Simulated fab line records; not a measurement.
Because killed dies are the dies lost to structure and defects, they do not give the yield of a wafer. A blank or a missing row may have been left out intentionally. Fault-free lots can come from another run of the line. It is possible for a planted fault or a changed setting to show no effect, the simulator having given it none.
Split-lot study || flow n5-finfet || route with 1938 steps; 7 lots, 39 wafers read

ON THE SPLIT
At N5_HKMG_FIN_DESCUM_17 (chemistry O2, time 7.9 s), the setting time-s was moved away from the recipe's 7.9 s on 9 of the 39 wafers read, by -34.0% to +51.3%. This setting was run at the recipe's value on the other wafers.

There is no step in the file separating the split from the reading.

THE READING
CAR-ArF_of_HKMG_FIN_COAT_06.thk-nm (the simulator's own value, which no gauge read), in nm, at N5_HKMG_FIN_ETCH_31 (etches SiARC in CF4, target depth 45.5 nm, time 75.8 s). No usual value for it is given in the file. Average 50.8 nm, standard deviation 0.27 nm, over the 30 wafers here run with the recipe.

{"wafer": "L077.1", "tool, chamber at the split": "rie-diel-01, 1", "time-s as run, s": 7.9, "against the recipe": "recipe", "CAR-ArF_of_HKMG_FIN_COAT_06.thk-nm, nm": 50.8, "against lot-mates on the recipe": "-"}
{"wafer": "L077.6", "tool, chamber at the split": "rie-diel-01, 1", "time-s as run, s": 7.9, "against the recipe": "recipe", "CAR-ArF_of_HKMG_FIN_COAT_06.thk-nm, nm": 50.8, "against lot-mates on the recipe": "-"}
{"wafer": "L077.2", "tool, chamber at the split": "rie-diel-01, 2", "time-s as run, s": 7.9, "against the recipe": "recipe", "CAR-ArF_of_HKMG_FIN_COAT_06.thk-nm, nm": 50.6, "against lot-mates on the recipe": "-"}
{"wafer": "L077.3", "tool, chamber at the split": "rie-diel-01, 0,3", "time-s as run, s": 7.9, "against the recipe": "recipe", "CAR-ArF_of_HKMG_FIN_COAT_06.thk-nm, nm": 50.6, "against lot-mates on the recipe": "-"}
{"wafer": "L077.4", "tool, chamber at the split": "rie-diel-01, 0,3", "time-s as run, s": 7.9, "against the recipe": "recipe", "CAR-ArF_of_HKMG_FIN_COAT_06.thk-nm, nm": 50.6, "against lot-mates on the recipe": "-"}
{"wafer": "L077.5", "tool, chamber at the split": "rie-diel-01, 2", "time-s as run, s": 7.9, "against the recipe": "recipe", "CAR-ArF_of_HKMG_FIN_COAT_06.thk-nm, nm": 50.4, "against lot-mates on the recipe": "-"}
{"wafer": "L079.1", "tool, chamber at the split": "rie-diel-05, 1,2", "time-s as run, s": 10.55, "against the recipe": "+33.5%", "CAR-ArF_of_HKMG_FIN_COAT_06.thk-nm, nm": 49.4, "against lot-mates on the recipe": -1.5}
{"wafer": "L079.4", "tool, chamber at the split": "rie-diel-05, 1", "time-s as run, s": 10.55, "against the recipe": "+33.5%", "CAR-ArF_of_HKMG_FIN_COAT_06.thk-nm, nm": 49.4, "against lot-mates on the recipe": -1.5}
{"wafer": "L079.2", "tool, chamber at the split": "rie-diel-05, 2,0", "time-s as run, s": 7.9, "against the recipe": "recipe", "CAR-ArF_of_HKMG_FIN_COAT_06.thk-nm, nm": 50.8, "against lot-mates on the recipe": "-"}
{"wafer": "L079.3", "tool, chamber at the split": "rie-diel-05, 0", "time-s as run, s": 7.9, "against the recipe": "recipe", "CAR-ArF_of_HKMG_FIN_COAT_06.thk-nm, nm": 51, "against lot-mates on the recipe": "-"}
{"wafer": "L079.5", "tool, chamber at the split": "rie-diel-05, 2,0", "time-s as run, s": 7.9, "against the recipe": "recipe", "CAR-ArF_of_HKMG_FIN_COAT_06.thk-nm, nm": 51, "against lot-mates on the recipe": "-"}
{"wafer": "L079.6", "tool, chamber at the split": "rie-diel-05, 1,2", "time-s as run, s": 10.55, "against the recipe": "+33.5%", "CAR-ArF_of_HKMG_FIN_COAT_06.thk-nm, nm": 49.6, "against lot-mates on the recipe": -1.3}
{"wafer": "L081.1", "tool, chamber at the split": "rie-diel-01, 1,0", "time-s as run, s": 7.9, "against the recipe": "recipe", "CAR-ArF_of_HKMG_FIN_COAT_06.thk-nm, nm": 51, "against lot-mates on the recipe": "-"}
{"wafer": "L081.3", "tool, chamber at the split": "rie-diel-01, 1,0", "time-s as run, s": 7.9, "against the recipe": "recipe", "CAR-ArF_of_HKMG_FIN_COAT_06.thk-nm, nm": 51, "against lot-mates on the recipe": "-"}
{"wafer": "L081.5", "tool, chamber at the split": "rie-diel-01, 3,2", "time-s as run, s": 7.9, "against the recipe": "recipe", "CAR-ArF_of_HKMG_FIN_COAT_06.thk-nm, nm": 51, "against lot-mates on the recipe": "-"}
{"wafer": "L081.2", "tool, chamber at the split": "rie-diel-01, 2,1", "time-s as run, s": 7.9, "against the recipe": "recipe", "CAR-ArF_of_HKMG_FIN_COAT_06.thk-nm, nm": 51.2, "against lot-mates on the recipe": "-"}
{"wafer": "L081.4", "tool, chamber at the split": "rie-diel-01, 3,2", "time-s as run, s": 7.9, "against the recipe": "recipe", "CAR-ArF_of_HKMG_FIN_COAT_06.thk-nm, nm": 51.2, "against lot-mates on the recipe": "-"}
{"wafer": "L081.6", "tool, chamber at the split": "rie-diel-01, 2,1", "time-s as run, s": 7.9, "against the recipe": "recipe", "CAR-ArF_of_HKMG_FIN_COAT_06.thk-nm, nm": 51.2, "against lot-mates on the recipe": "-"}
{"wafer": "L086.3", "tool, chamber at the split": "rie-diel-04, 3,1", "time-s as run, s": 7.9, "against the recipe": "recipe", "CAR-ArF_of_HKMG_FIN_COAT_06.thk-nm, nm": 50.4, "against lot-mates on the recipe": "-"}
{"wafer": "L086.4", "tool, chamber at the split": "rie-diel-04, 3,1", "time-s as run, s": 7.9, "against the recipe": "recipe", "CAR-ArF_of_HKMG_FIN_COAT_06.thk-nm, nm": 50.4, "against lot-mates on the recipe": "-"}
{"wafer": "L086.6", "tool, chamber at the split": "rie-diel-04, 2", "time-s as run, s": 7.9, "against the recipe": "recipe", "CAR-ArF_of_HKMG_FIN_COAT_06.thk-nm, nm": 50.6, "against lot-mates on the recipe": "-"}
{"wafer": "L087.1", "tool, chamber at the split": "rie-diel-01, 3", "time-s as run, s": 7.9, "against the recipe": "recipe", "CAR-ArF_of_HKMG_FIN_COAT_06.thk-nm, nm": 50.4, "against lot-mates on the recipe": "-"}
{"wafer": "L087.6", "tool, chamber at the split": "rie-diel-01, 0", "time-s as run, s": 7.9, "against the recipe": "recipe", "CAR-ArF_of_HKMG_FIN_COAT_06.thk-nm, nm": 50.4, "against lot-mates on the recipe": "-"}
{"wafer": "L087.2", "tool, chamber at the split": "rie-diel-01, 1", "time-s as run, s": 5.217, "against the recipe": "-34.0%", "CAR-ArF_of_HKMG_FIN_COAT_06.thk-nm, nm": 52.2, "against lot-mates on the recipe": "+1.7"}
{"wafer": "L087.3", "tool, chamber at the split": "rie-diel-01, 0,2", "time-s as run, s": 5.217, "against the recipe": "-34.0%", "CAR-ArF_of_HKMG_FIN_COAT_06.thk-nm, nm": 52.2, "against lot-mates on the recipe": "+1.7"}
{"wafer": "L087.4", "tool, chamber at the split": "rie-diel-01, 0,2", "time-s as run, s": 5.217, "against the recipe": "-34.0%", "CAR-ArF_of_HKMG_FIN_COAT_06.thk-nm, nm": 52.2, "against lot-mates on the recipe": "+1.7"}
{"wafer": "L087.5", "tool, chamber at the split": "rie-diel-01, 3", "time-s as run, s": 7.9, "against the recipe": "recipe", "CAR-ArF_of_HKMG_FIN_COAT_06.thk-nm, nm": 50.6, "against lot-mates on the recipe": "-"}
{"wafer": "L088.1", "tool, chamber at the split": "rie-diel-04, 2", "time-s as run, s": 11.95, "against the recipe": "+51.3%", "CAR-ArF_of_HKMG_FIN_COAT_06.thk-nm, nm": 49, "against lot-mates on the recipe": -1.9}
{"wafer": "L088.2", "tool, chamber at the split": "rie-diel-04, 3", "time-s as run, s": 7.9, "against the recipe": "recipe", "CAR-ArF_of_HKMG_FIN_COAT_06.thk-nm, nm": 51.2, "against lot-mates on the recipe": "-"}
{"wafer": "L088.3", "tool, chamber at the split": "rie-diel-04, 0", "time-s as run, s": 7.9, "against the recipe": "recipe", "CAR-ArF_of_HKMG_FIN_COAT_06.thk-nm, nm": 50.6, "against lot-mates on the recipe": "-"}
{"wafer": "L088.4", "tool, chamber at the split": "rie-diel-04, 1", "time-s as run, s": 7.9, "against the recipe": "recipe", "CAR-ArF_of_HKMG_FIN_COAT_06.thk-nm, nm": 50.8, "against lot-mates on the recipe": "-"}
{"wafer": "L088.5", "tool, chamber at the split": "rie-diel-04, 0", "time-s as run, s": 11.95, "against the recipe": "+51.3%", "CAR-ArF_of_HKMG_FIN_COAT_06.thk-nm, nm": 48.4, "against lot-mates on the recipe": -2.5}
{"wafer": "L088.6", "tool, chamber at the split": "rie-diel-04, 3", "time-s as run, s": 11.95, "against the recipe": "+51.3%", "CAR-ArF_of_HKMG_FIN_COAT_06.thk-nm, nm": 48.4, "against lot-mates on the recipe": -2.5}
{"wafer": "L097.1", "tool, chamber at the split": "rie-diel-01, 0,3,1,2", "time-s as run, s": 7.9, "against the recipe": "recipe", "CAR-ArF_of_HKMG_FIN_COAT_06.thk-nm, nm": 50.8, "against lot-mates on the recipe": "-"}
{"wafer": "L097.5", "tool, chamber at the split": "rie-diel-01, 3", "time-s as run, s": 7.9, "against the recipe": "recipe", "CAR-ArF_of_HKMG_FIN_COAT_06.thk-nm, nm": 50.8, "against lot-mates on the recipe": "-"}
{"wafer": "L097.2", "tool, chamber at the split": "rie-diel-01, 0,3,1,2", "time-s as run, s": 7.9, "against the recipe": "recipe", "CAR-ArF_of_HKMG_FIN_COAT_06.thk-nm, nm": 51, "against lot-mates on the recipe": "-"}
{"wafer": "L097.3", "tool, chamber at the split": "rie-diel-01, 0,3,1,2", "time-s as run, s": 7.9, "against the recipe": "recipe", "CAR-ArF_of_HKMG_FIN_COAT_06.thk-nm, nm": 51, "against lot-mates on the recipe": "-"}
{"wafer": "L097.4", "tool, chamber at the split": "rie-diel-01, 0,3,1,2", "time-s as run, s": 7.9, "against the recipe": "recipe", "CAR-ArF_of_HKMG_FIN_COAT_06.thk-nm, nm": 51, "against lot-mates on the recipe": "-"}
{"wafer": "L097.6", "tool, chamber at the split": "rie-diel-01, 0", "time-s as run, s": 7.9, "against the recipe": "recipe", "CAR-ArF_of_HKMG_FIN_COAT_06.thk-nm, nm": 50.4, "against lot-mates on the recipe": "-"}
The file does not say which wafer passed through which chamber wherever a row lists several chambers: such a row stands for several wafers.

FIT RESULTS
A straight line over all 39 wafers: CAR-ArF_of_HKMG_FIN_COAT_06.thk-nm changes by -0.0417 nm for each +1% of time-s; r = -0.95; the points scatter about the line by 0.26 nm.
The same after taking each lot's own level away (the mean of its wafers on the recipe; 39 wafers): -0.046 nm for each +1%; r = -0.98; scatter 0.17 nm.
Per that fit: largest time-s move, reading shift of 2.4 nm.
Measured against the standard deviation above, the lots' own levels, which go from 50.47 to 51.10 nm, span 2.4 times it.
So the lot-to-lot level changes the slope little: the two slopes agree.
Check: with one of the wafers moved furthest among these (+51.3%) left out of the fit, the line predicts -2.44 nm for it against its lot-mates. Against them it came out at -1.87 nm.

ADDITIONAL SPLITS CARRIED BY THESE WAFERS
These wafers also went through other splits before the reading. Each is held against what the fit with the lots' levels taken away leaves over:
{"other split on the same wafers": "N5_FIN_SAQP_HM_DEP_03 target-thk-a", "wafers away from the commonest value": 15, "r with CAR-ArF_of_HKMG_FIN_COAT_06.thk-nm (lot level and that fit taken away)": -0.03}
{"other split on the same wafers": "N5_SD_EPI_N_ETCH_16 target-depth-a", "wafers away from the commonest value": 18, "r with CAR-ArF_of_HKMG_FIN_COAT_06.thk-nm (lot level and that fit taken away)": "+0.25"}

THE WHOLE CHAIN: every reading that the file lists as answering this split, in the file's order
{"step": "N5_HKMG_FIN_DESCUM_17", "what it does": "chemistry O2, time 7.9 s", "reading": "CAR-ArF_of_HKMG_FIN_COAT_06.thk-nm (the simulator's own value, which no gauge read)", "change (the file's fit)": "-0.0455 nm for each +1% of the setting", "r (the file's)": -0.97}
{"step": "N5_HKMG_FIN_ETCH_31", "what it does": "etches SiARC in CF4, target depth 45.5 nm, time 75.8 s", "reading": "CAR-ArF_of_HKMG_FIN_COAT_06.thk-nm (the simulator's own value, which no gauge read)", "change (the file's fit)": "-0.0457 nm for each +1% of the setting", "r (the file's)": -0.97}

THE FILE'S OWN FIT
CAR-ArF_of_HKMG_FIN_COAT_06.thk-nm changes by -0.0457 nm for each +1% of time-s, r = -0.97.
